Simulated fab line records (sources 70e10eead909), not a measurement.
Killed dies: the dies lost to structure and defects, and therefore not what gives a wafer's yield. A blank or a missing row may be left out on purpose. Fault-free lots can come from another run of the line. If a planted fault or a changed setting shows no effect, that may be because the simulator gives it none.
Which tool did it? -- flow nandHarc -- 72 wafers from 24 lots sampled at 6 of the route's 1302 steps

## WHAT THE GAUGES SHOWED, per wafer
NHARC_P_ZERO_WELL_CD_MEAS_11 targets a cd of 500 nm. Usual: cdNm 500.9 nm, standard deviation 2.
lot,measured,on,cdNm (nm),flag
L074,day 1 21:07,cdSem-01,500.2 499.6 497.6,
L075,day 2 07:07,cdSem-02,505.6 502.9 503.2,
L076,day 2 17:14,cdSem-03,500.0 501.9 501.4,
L077,day 3 03:15,cdSem-03,498.8 498.6 499.3,
L078,day 3 13:07,cdSem-02,503.6 502.5 503.4,
L079,day 3 23:07,cdSem-03,502.1 502.3 502.9,
L080,day 4 09:14,cdSem-03,500.1 498.2 499.3,
L081,day 4 19:14,cdSem-01,499.8 497.9 498.0,
L082,day 5 05:07,cdSem-02,502.2 499.8 501.9,
L083,day 5 15:15,cdSem-02,502.4 500.2 501.2,
L084,day 6 01:14,cdSem-03,498.1 501.7 498.8,
L085,day 6 11:14,cdSem-02,500.9 500.8 501.0,
L086,day 6 21:14,cdSem-01,498.7 503.1 500.9,
L087,day 7 07:22,cdSem-02,500.8 500.0 501.2,
L088,day 7 17:08,cdSem-02,499.8 499.9 501.9,
L089,day 8 03:14,cdSem-03,502.5 501.2 500.3,
L090,day 8 13:14,cdSem-01,503.9 503.6 500.0,
L091,day 8 23:07,cdSem-01,501.1 503.3 501.4,
L092,day 9 09:14,cdSem-02,500.3 501.1 502.9,
L093,day 9 19:07,cdSem-03,500.2 498.1 500.2,
L094,day 10 05:14,cdSem-03,497.6 497.5 499.8,
L095,day 10 15:07,cdSem-01,502.9 505.7 501.8,
L096,day 11 01:14,cdSem-02,502.1 499.1 501.3,
L097,day 11 11:14,cdSem-01,499.8 498.1 496.7,

NHARC_P_CONTACT_CD_MEAS_12 targets a cd of 90 nm. Usual: cdNm 89.8 nm, standard deviation 0.67.
lot,measured,on,cdNm (nm),flag
L074,day 6 01:43,cdSem-01,90.7 90.8 90.1,
L075,day 6 08:17,cdSem-02,89.9 90.2 90.1,
L076,day 6 17:49,cdSem-02,90.3 90.7 90.2,
L077,day 7 04:07,cdSem-03,89.1 90.0 89.9,
L078,day 7 18:11,cdSem-01,90.3 91.1 90.2,
L079,day 7 17:39,cdSem-01,90.3 89.1 89.4,
L080,day 8 16:44,cdSem-02,89.8 89.0 89.8,
L081,day 9 02:42,cdSem-03,90.1 89.4 90.0,
L082,day 9 04:49,cdSem-03,89.2 89.6 89.6,
L083,day 9 18:12,cdSem-03,90.2 89.3 90.7,
L084,day 10 09:23,cdSem-02,88.8 90.6 89.2,
L085,day 10 16:00,cdSem-02,89.2 89.1 88.1,
L086,day 11 05:26,cdSem-03,88.9 89.1 89.6,
L087,day 12 03:32,cdSem-03,89.2 90.0 89.8,
L088,day 12 02:17,cdSem-03,89.3 89.1 89.2,
L089,day 12 22:17,cdSem-03,90.6 90.1 89.7,
L090,day 12 21:38,cdSem-01,89.9 89.6 88.3,
L091,day 13 01:08,cdSem-01,89.8 90.2 89.8,
L092,day 13 08:20,cdSem-02,90.9 91.2 90.6,
L093,day 14 09:58,cdSem-03,90.0 89.4 90.3,
L094,day 14 10:08,cdSem-02,90.3 89.7 89.9,
L095,day 14 15:52,cdSem-03,90.3 90.2 89.5,
L096,day 15 03:25,cdSem-02,89.9 89.0 90.2,
L097,day 15 18:32,cdSem-01,88.9 89.9 89.8,

## WHICH TOOL RAN EACH LOT (tool, then ch and the chambers of the sampled wafers, then the start)
lot,NHARC_P_STI_CMP_21,NHARC_P_GATE_STRIP_113,NHARC_P_GATE_RTA_82,NHARC_P_CONTACT_DEP_00
L074,"cmp-04 ch 0,1,2, day 3 18:56","plasmaAsher-01 ch 0,1, day 5 21:41","rtpAnneal-02 ch 0, day 6 00:02","pecvd-04 ch 0,1, day 6 01:43 or earlier"
L075,"cmp-03 ch 0,3, day 4 03:03","plasmaAsher-01 ch 0,1, day 6 04:35","rtpAnneal-02 ch 0, day 6 06:38","pecvd-03 ch 1,2, day 6 08:17 or earlier"
L076,"cmp-03 ch 1,2,3, day 4 12:30","plasmaAsher-01 ch 0,1, day 6 13:47","rtpAnneal-01 ch 0, day 6 16:07","pecvd-04 ch 0,1,2, day 6 17:49 or earlier"
L077,"cmp-02 ch 0,3, day 4 18:50","plasmaAsher-01 ch 0, day 7 00:05","rtpAnneal-01 ch 0, day 7 02:28","pecvd-04 ch 0,1, day 7 04:07 or earlier"
L078,"cmp-04 ch 1,2,3, day 5 08:19","plasmaAsher-02 ch 0,1, day 7 13:59","rtpAnneal-01 ch 0, day 7 16:24","pecvd-03 ch 0,2, day 7 18:11 or earlier"
L079,"cmp-02 ch 0,3, day 5 15:28","plasmaAsher-01 ch 0,1, day 7 13:29","rtpAnneal-02 ch 0, day 7 15:40","pecvd-04 ch 1,2, day 7 16:20"
L080,"cmp-04 ch 1,2,3, day 6 07:19","plasmaAsher-02 ch 0,1, day 8 12:50","rtpAnneal-02 ch 0, day 8 14:59","pecvd-02 ch 0,1,2, day 8 16:44 or earlier"
L081,"cmp-02 ch 1,2,3, day 6 19:09","plasmaAsher-02 ch 0,1, day 8 22:26","rtpAnneal-01 ch 0, day 9 00:39","pecvd-04 ch 0,2, day 9 01:20"
L082,"cmp-02 ch 1,2,3, day 6 23:41","plasmaAsher-02 ch 0,1, day 9 00:46","rtpAnneal-01 ch 0, day 9 03:08","pecvd-02 ch 0,1, day 9 04:49 or earlier"
L083,"cmp-04 ch 0,2,3, day 7 12:22","plasmaAsher-01 ch 0,1, day 9 14:05","rtpAnneal-02 ch 0, day 9 16:23","pecvd-03 ch 0,2, day 9 18:12 or earlier"
L084,"cmp-03 ch 0,1,2, day 7 22:44","plasmaAsher-02 ch 0,1, day 10 05:13","rtpAnneal-01 ch 0, day 10 07:35","pecvd-04 ch 0,2, day 10 09:23 or earlier"
L085,"cmp-03 ch 0,2,3, day 8 07:21","plasmaAsher-02 ch 0, day 10 11:56","rtpAnneal-02 ch 0, day 10 14:11","pecvd-03 ch 0,1, day 10 16:00 or earlier"
L086,"cmp-03 ch 0,1,3, day 8 22:06","plasmaAsher-01 ch 0, day 11 01:23","rtpAnneal-02 ch 0, day 11 03:37","pecvd-03 ch 1,2, day 11 05:26 or earlier"
L087,"cmp-02 ch 0,1,2, day 9 17:04","plasmaAsher-02 ch 0,1, day 11 23:31","rtpAnneal-02 ch 0, day 12 01:51","pecvd-04 ch 0,1,2, day 12 03:32 or earlier"
L088,"cmp-03 ch 2,3, day 9 16:55","plasmaAsher-01 ch 0,1, day 11 22:08","rtpAnneal-01 ch 0, day 12 00:28","pecvd-02 ch 0,1,2, day 12 02:17 or earlier"
L089,"cmp-02 ch 2,3, day 10 10:55","plasmaAsher-01 ch 0,1, day 12 18:29","rtpAnneal-02 ch 0, day 12 20:31","pecvd-02 ch 0,1,2, day 12 22:17 or earlier"
L090,"cmp-03 ch 0,2,3, day 10 10:55","plasmaAsher-02 ch 0,1, day 12 17:30","rtpAnneal-02 ch 0, day 12 19:50","pecvd-04 ch 0,1,2, day 12 21:38 or earlier"
L091,"cmp-03 ch 1,2,3, day 10 21:25","plasmaAsher-02 ch 0,1, day 12 20:45","rtpAnneal-01 ch 0, day 12 23:12","pecvd-03 ch 0,2, day 13 01:08 or earlier"
L092,"cmp-03 ch 1,3, day 11 04:56","plasmaAsher-02 ch 0,1, day 13 04:16","rtpAnneal-01 ch 0, day 13 06:40","pecvd-02 ch 0,2, day 13 08:20 or earlier"
L093,"cmp-04 ch 2,3, day 11 20:44","plasmaAsher-02 ch 0,1, day 14 05:41","rtpAnneal-01 ch 0, day 14 08:11","pecvd-03 ch 0,1,2, day 14 09:58 or earlier"
L094,"cmp-02 ch 0,2,3, day 12 00:55","plasmaAsher-01 ch 0,1, day 14 05:49","rtpAnneal-02 ch 0, day 14 08:20","pecvd-02 ch 1,2, day 14 10:08 or earlier"
L095,"cmp-04 ch 0,2,3, day 12 08:25","plasmaAsher-02 ch 0,1, day 14 11:43","rtpAnneal-02 ch 0, day 14 14:03","pecvd-04 ch 1,2, day 14 15:52 or earlier"
L096,"cmp-04 ch 0,2,3, day 12 20:06","plasmaAsher-02 ch 0,1, day 14 23:22","rtpAnneal-02 ch 0, day 15 01:45","pecvd-03 ch 0,1, day 15 03:25 or earlier"
L097,"cmp-02 ch 2,3, day 13 09:08","plasmaAsher-02 ch 0,1, day 15 14:30","rtpAnneal-02 ch 0, day 15 16:51","pecvd-04 ch 0,2, day 15 18:32 or earlier"
- NHARC_P_STI_CMP_21: polishes, t overpolish 20 s, target thk 380.67 nm.
- NHARC_P_GATE_STRIP_113: strips in N2/H2, time 740 s.
- NHARC_P_GATE_RTA_82: time 30 s.
- NHARC_P_CONTACT_DEP_00: deposits SiO2, target thk 500 nm.

## WHAT THE TOOLS THEMSELVES READ (means of the sampled wafers that have a number; where no wafer has one, the mark that the record gives instead)
NHARC_P_STI_CMP_21. Usual: motorCurrentA 12.2 A, standard deviation 1.4; overpolishRunS 20.000 s, standard deviation 0.0081; padLifeWafers 155, standard deviation 110; slurryFilterDpKPa 13.51 kPa, standard deviation 0.15.
lot,tool,motorCurrentA (A),overpolishRunS (s),padLifeWafers,slurryFilterDpKPa (kPa),flag
L074,cmp-04,12.0,19.996,164,13.57,
L075,cmp-03,13.5,20.006,13,13.49,
L076,cmp-03,12.9,19.994,44,13.59,
L077,cmp-02,12.3,20.002,170,13.47,
L078,cmp-04,12.4,20.003,266,13.40,
L079,cmp-02,11.4,20.005,240,13.43,
L080,cmp-04,11.8,20.002,44,13.50,
L081,cmp-02,11.8,20.010,2,13.31,
L082,cmp-02,11.6,20.001,14,13.42,
L083,cmp-04,11.3,20.004,165,13.53,
L084,cmp-03,11.2,20.001,1,13.52,
L085,cmp-03,13.3,20.003,32,13.43,
L086,cmp-03,12.8,20.001,74,13.66,
L087,cmp-02,11.9,19.997,277,13.57,
L088,cmp-03,14.2,19.998,164,13.43,
L089,cmp-02,11.6,20.003,342,13.38,
L090,cmp-03,13.4,20.002,242,13.61,
L091,cmp-03,13.1,20.002,290,13.44,
L092,cmp-03,14.1,20.001,314,13.48,
L093,cmp-04,12.3,20.006,146,13.39,
L094,cmp-02,11.7,20.007,104,13.62,
L095,cmp-04,11.2,19.997,176,13.50,
L096,cmp-04,11.4,20.007,212,13.61,
L097,cmp-02,11.6,19.992,224,13.69,

NHARC_P_GATE_STRIP_113. Usual: drypumpMotorCurrentA 5.5 A, standard deviation 0.51; heaterPowerW 83 W, standard deviation 3.6.
lot,tool,drypumpMotorCurrentA (A),heaterPowerW (W),flag
L074,plasmaAsher-01,6.1,87,
L075,plasmaAsher-01,6.1,89,
L076,plasmaAsher-01,5.9,86,
L077,plasmaAsher-01,5.7,84,
L078,plasmaAsher-02,5.1,82,
L079,plasmaAsher-01,5.9,85,
L080,plasmaAsher-02,5.1,80,
L081,plasmaAsher-02,5.1,81,
L082,plasmaAsher-02,5.1,82,
L083,plasmaAsher-01,6.1,85,
L084,plasmaAsher-02,5.1,82,
L085,plasmaAsher-02,5.0,82,
L086,plasmaAsher-01,5.7,84,
L087,plasmaAsher-02,5.1,82,
L088,plasmaAsher-01,5.9,84,
L089,plasmaAsher-01,5.9,84,
L090,plasmaAsher-02,5.1,82,
L091,plasmaAsher-02,5.1,83,
L092,plasmaAsher-02,5.1,82,
L093,plasmaAsher-02,5.1,83,
L094,plasmaAsher-01,6.1,86,
L095,plasmaAsher-02,5.1,83,
L096,plasmaAsher-02,5.1,81,
L097,plasmaAsher-02,5.1,82,

NHARC_P_GATE_RTA_82. Usual: lampPowerPct 4.17 %, standard deviation 0.27; lamp_zone_3_pct 4.17 %, standard deviation 0.27; wafer_temp_C_max 451.4, standard deviation 0.34.
lot,tool,lampPowerPct (%),lamp_zone_3_pct (%),wafer_temp_C_max,flag
L074,rtpAnneal-02,4.39,4.39,451.3,
L075,rtpAnneal-02,4.39,4.39,451.4,
L076,rtpAnneal-01,3.85,3.85,451.9,
L077,rtpAnneal-01,3.85,3.85,451.1,
L078,rtpAnneal-01,3.85,3.85,451.1,
L079,rtpAnneal-02,4.39,4.39,451.4,
L080,rtpAnneal-02,4.39,4.39,451.2,
L081,rtpAnneal-01,3.85,3.85,451.1,
L082,rtpAnneal-01,3.85,3.85,451.1,
L083,rtpAnneal-02,4.39,4.39,451.7,
L084,rtpAnneal-01,3.85,3.85,451.2,
L085,rtpAnneal-02,4.39,4.39,451.3,
L086,rtpAnneal-02,4.40,4.39,451.5,
L087,rtpAnneal-02,4.39,4.39,451.7,
L088,rtpAnneal-01,3.85,3.85,451.6,
L089,rtpAnneal-02,4.39,4.39,451.5,
L090,rtpAnneal-02,4.40,4.39,451.1,
L091,rtpAnneal-01,3.85,3.85,451.2,
L092,rtpAnneal-01,3.85,3.85,451.1,
L093,rtpAnneal-01,3.85,3.85,451.5,
L094,rtpAnneal-02,4.39,4.39,451.6,
L095,rtpAnneal-02,4.39,4.39,451.4,
L096,rtpAnneal-02,4.39,4.39,451.5,
L097,rtpAnneal-02,4.39,4.39,450.9,

NHARC_P_CONTACT_DEP_00. Usual: heaterPowerW 499 W, standard deviation 63; throttleValvePct 15.9 %, standard deviation 0.53.
lot,tool,heaterPowerW (W),throttleValvePct (%),flag
L074,pecvd-04,496,16.2,
L075,pecvd-03,468,16.2,
L076,pecvd-04,553,16.0,
L077,pecvd-04,426,16.3,
L078,pecvd-03,496,15.8,
L079,pecvd-04,515,16.0,
L080,pecvd-02,511,15.5,
L081,pecvd-04,521,16.0,
L082,pecvd-02,535,15.5,
L083,pecvd-03,443,15.4,
L084,pecvd-04,532,16.0,
L085,pecvd-03,478,15.9,
L086,pecvd-03,489,15.8,
L087,pecvd-04,551,16.3,
L088,pecvd-02,510,15.4,
L089,pecvd-02,483,15.2,
L090,pecvd-04,521,16.1,
L091,pecvd-03,497,15.7,
L092,pecvd-02,495,15.2,
L093,pecvd-03,467,16.0,
L094,pecvd-02,533,15.7,
L095,pecvd-04,540,15.9,
L096,pecvd-03,488,16.1,
L097,pecvd-04,519,16.5,

## THE ANSWER, worked out from the rows above alone
Rule: a lot counts as off when the mean over its wafers that have a number is more than 3 standard deviations away from the usual mean. A lot without any number at a reading at which 4 lots or more have one is off too. Any other lot the step has rows for is counted as sound. First the gauges in route order, then the tools' own readings, where a lot's mean is used as printed above. The first step at which some lot is off is used, and at that step the reading that is off furthest; a lot without a number counts as furthest.
None of the lots is off at any reading shown; this tells nothing.

## WHAT HAD BEEN PUT IN BY THE SIMULATOR
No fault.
